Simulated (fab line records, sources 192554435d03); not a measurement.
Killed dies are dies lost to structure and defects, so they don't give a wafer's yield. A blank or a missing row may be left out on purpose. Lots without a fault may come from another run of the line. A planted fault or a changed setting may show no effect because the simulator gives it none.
Chamber matching | flow n5_finfet | N5_BEOL_M13_DESCUM_15 on rie_diel-04: 4 sister chambers
The step chemistry O2, time 7.9 s. 8 wafers are shown with their chamber, then 12 later ones without.

WAFERS WITH THEIR CHAMBER
wafer  | chamber | throttle_valve_pct (%) | drypump_motor_current_A (A)
L080.3 | 1       | 20.38                  | 6.3
L086.4 | 1       | 20.37                  | 6.3
L086.5 | 3       | 20.81                  | 5.3
L090.4 | 2       | 20.32                  | 6.4
L090.6 | 0       | 20.07                  | 6.1
L092.4 | 2       | 20.36                  | 6.4
L092.5 | 0       | 20.09                  | 6.1
L092.6 | 3       | 20.82                  | 5.4

WAFERS WITHOUT THEIR CHAMBER
wafer  | throttle_valve_pct (%) | drypump_motor_current_A (A)
L093.1 | 20.09                  | 6.1
L093.2 | 20.35                  | 6.4
L093.3 | 20.41                  | 6.3
L093.4 | 20.82                  | 5.4
L093.5 | 20.41                  | 6.4
L093.6 | 20.12                  | 6.1
L094.1 | 20.82                  | 5.3
L094.2 | 20.36                  | 6.4
L094.3 | 20.10                  | 6.1
L094.4 | 20.41                  | 6.4
L094.5 | 20.36                  | 6.4
L094.6 | 20.42                  | 6.3

WHICH CHAMBER EACH WENT THROUGH
wafer  | from the rows above     | in truth
L093.1 | 0                       | 0
L093.2 | 2                       | 2
L093.3 | 1                       | 1
L093.4 | 3                       | 3
L093.5 | can't be placed: 1 or 2 | 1
L093.6 | 0                       | 0
L094.1 | 3                       | 3
L094.2 | can't be placed: 2 or 1 | 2
L094.3 | 0                       | 0
L094.4 | can't be placed: 1 or 2 | 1
L094.5 | can't be placed: 2 or 1 | 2
L094.6 | 1                       | 1
Placed correctly: 8 of 12. Can't be placed from these rows: 4 (the true chamber is among the candidates in 4). Placed wrongly: 0.
How it was worked out, from the rows above alone: a wafer's distance from a chamber is the root of the sum, over the readings, of the square of ((its reading less the chamber's mean) divided by the reading's scatter). The wafer belongs to the nearest chamber; if the next one is less than 2 further off, it can't be placed. A chamber's mean is the mean of its shown wafers. The scatter: the root of (the sum of the squares of (reading less its chamber's mean) over the shown wafers, divided by (wafers less chambers)).
